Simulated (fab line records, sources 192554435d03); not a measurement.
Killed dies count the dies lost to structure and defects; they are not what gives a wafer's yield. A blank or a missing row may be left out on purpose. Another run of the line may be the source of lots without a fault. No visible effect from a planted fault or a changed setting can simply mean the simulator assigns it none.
Chamber matching + flow n5-finfet + N5_BEOL_M3_ALD_84 on ald-metal-03: 4 sister chambers
The step deposits TaN, pulse time 2 s, purge time 3 s, co reactant purge time 2 s. 4 wafers are shown with their chamber, then 9 later ones without.

EACH WAFER AND ITS CHAMBER
| wafer  | chamber | heater-power-w (W) |
|--------|---------|--------------------|
| L085.2 | 0       | 501                |
| L086.2 | 2       | 450                |
| L086.3 | 3       | 427                |
| L086.6 | 1       | 440                |

WAFERS MISSING THEIR CHAMBER
| wafer  | heater-power-w (W) |
|--------|--------------------|
| L089.2 | 443                |
| L089.4 | 501                |
| L089.5 | 451                |
| L094.1 | 509                |
| L094.5 | 427                |
| L094.6 | 449                |
| L095.1 | 434                |
| L095.3 | 445                |
| L095.4 | 441                |

WHICH CHAMBER EACH WENT THROUGH
| wafer  | from the rows above     | in truth                   |
|--------|-------------------------|----------------------------|
| L089.2 | can't be placed: 1 or 2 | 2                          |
| L089.4 | 0                       | 0                          |
| L089.5 | 2                       | 2                          |
| L094.1 | 0                       | 0                          |
| L094.5 | 3                       | 3                          |
| L094.6 | 2                       | 2                          |
| L095.1 | can't be placed: 1 or 3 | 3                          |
| L095.3 | can't be placed: 1 or 2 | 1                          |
| L095.4 | 1                       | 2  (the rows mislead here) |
Placed correctly: 5 of 9. Not placeable from these rows: 3 (in 3, the candidates include the true chamber). Wrongly placed: 1.
How it was worked out, from the rows above alone: a wafer's distance from a chamber is the root of the sum, over the readings, of the square of ((its reading less the chamber's mean) divided by the reading's scatter). If the next closest chamber is less than 2 further off than the closest, the wafer can't be placed; otherwise it belongs to the closest. The mean given for a chamber averages the wafers shown for that chamber. The scatter: root of mean squared gap, hidden wafer to nearest shown wafer, with one shown wafer a chamber.
